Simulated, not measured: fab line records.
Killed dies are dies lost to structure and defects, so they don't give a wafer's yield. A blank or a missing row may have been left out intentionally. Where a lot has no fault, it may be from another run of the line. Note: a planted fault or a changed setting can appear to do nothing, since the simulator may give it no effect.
Comparing a struck lot with a sound one	flow nand-harc	14 steps out of a route of 1302
Sound: these wafers, L274.1, L274.2, L274.5. The struck wafers were L262.1, L262.3, L262.4. The cause comes at the end.
Order at every step that has rows: each side's tool, ch and its chambers, its first start. Under that, the readings that differ: sound wafers	struck wafers	difference of the means	sigmas: that difference in standard deviations of wafers without a fault.
alike: words and numbers the same on both sides, and readings whose means are apart by under 2 such deviations; not compared: readings that were withheld, readings missing a value for some wafer, numbers with overlapping values and no deviation given by the record, and bounds like >300 which may hide the same value.
A row with sigmas, a row that says differs or no value, or rows on one side alone: a step with any of these is where the two part. Numbers that have no deviation but don't overlap get no sigmas and don't part them. A reading missing from all wafers of one side parts the sides only when that side holds two or more wafers.

NHARC_P_GATE_RTA_64: time 1 s.
  sound on rtp-anneal-01 ch 0, day 12 13:04; struck on rtp-anneal-02 ch 0, day 7 19:27
reading	sound	struck	difference	sigmas
lamp-power-pct (%)	33.0 33.0 33.0	37.9 37.9 37.8	+4.9	+2
  alike: wafer_temp_C_max
then, 1 step without rows for these wafers: NHARC_P_GATE_ETCH_77 (etches SiO2 in dHF, target depth 6 nm).
NHARC_P_GATE_DEGAS_109: time 60 s.
  sound on pvd-sputter-01 at day 12 13:22; struck on pvd-sputter-01 at day 7 19:46
  alike: heater-power-w
then, 3 steps without rows for these wafers: NHARC_P_GATE_PRE_CLEAN_110 (time 30 s); NHARC_P_GATE_SPUTTER_78 (material Ni, target thk 10 nm); NHARC_P_GATE_SPUTTER_79 (material TiN, target thk 10 nm).
NHARC_P_GATE_RTA_80: time 30 s.
  sound on rtp-anneal-02 ch 0, day 12 13:40; struck on rtp-anneal-02 ch 0, day 7 20:03
  alike: wafer_temp_C_max
then, 1 step without rows for these wafers: NHARC_P_GATE_STRIP_67 (strips in SPM, time 600 s).
NHARC_P_GATE_RTA_82: time 30 s.
  sound on rtp-anneal-01 ch 0, day 12 14:10; struck on rtp-anneal-01 ch 0, day 7 20:31
  alike: lamp-power-pct, wafer_temp_C_max
NHARC_P_GATE_INSPECT_68:
  sound on defect-inspect-01 at day 12 14:21; struck on defect-inspect-01 at day 7 20:42
  alike: raw-defect-count
then, 1 step without rows for these wafers: NHARC_P_CONTACT_DEP_30 (deposits SiNx, target thk 30 nm).
NHARC_P_CONTACT_DEP_00: deposits SiO2, target thk 500 nm.
  sound: pecvd-03 ch 0,2; struck: pecvd-03 ch 0,1
  alike: heater-power-w, showerhead-vpp-V, throttle-valve-pct
NHARC_P_CONTACT_CMP_01: polishes SiO2, target thk 200 nm.
  sound on cmp-01 ch 0,1,3, day 12 15:10; struck on cmp-01 ch 0,2,3, day 7 21:31
  no value came back on the struck wafers for edge-zone-pressure-frac, motor-current-A (A); on the sound wafers edge-zone-pressure-frac reads 0.993 0.997 0.995
NHARC_END_SORT_01:
  the record has rows for the sound wafers here (prober-01 ch 0, day 31 09:40) and none for the struck ones

WHERE THEY PART
Earliest at NHARC_P_GATE_RTA_64; latest, in this record, at NHARC_END_SORT_01.

WHY: what had been put in by the simulator
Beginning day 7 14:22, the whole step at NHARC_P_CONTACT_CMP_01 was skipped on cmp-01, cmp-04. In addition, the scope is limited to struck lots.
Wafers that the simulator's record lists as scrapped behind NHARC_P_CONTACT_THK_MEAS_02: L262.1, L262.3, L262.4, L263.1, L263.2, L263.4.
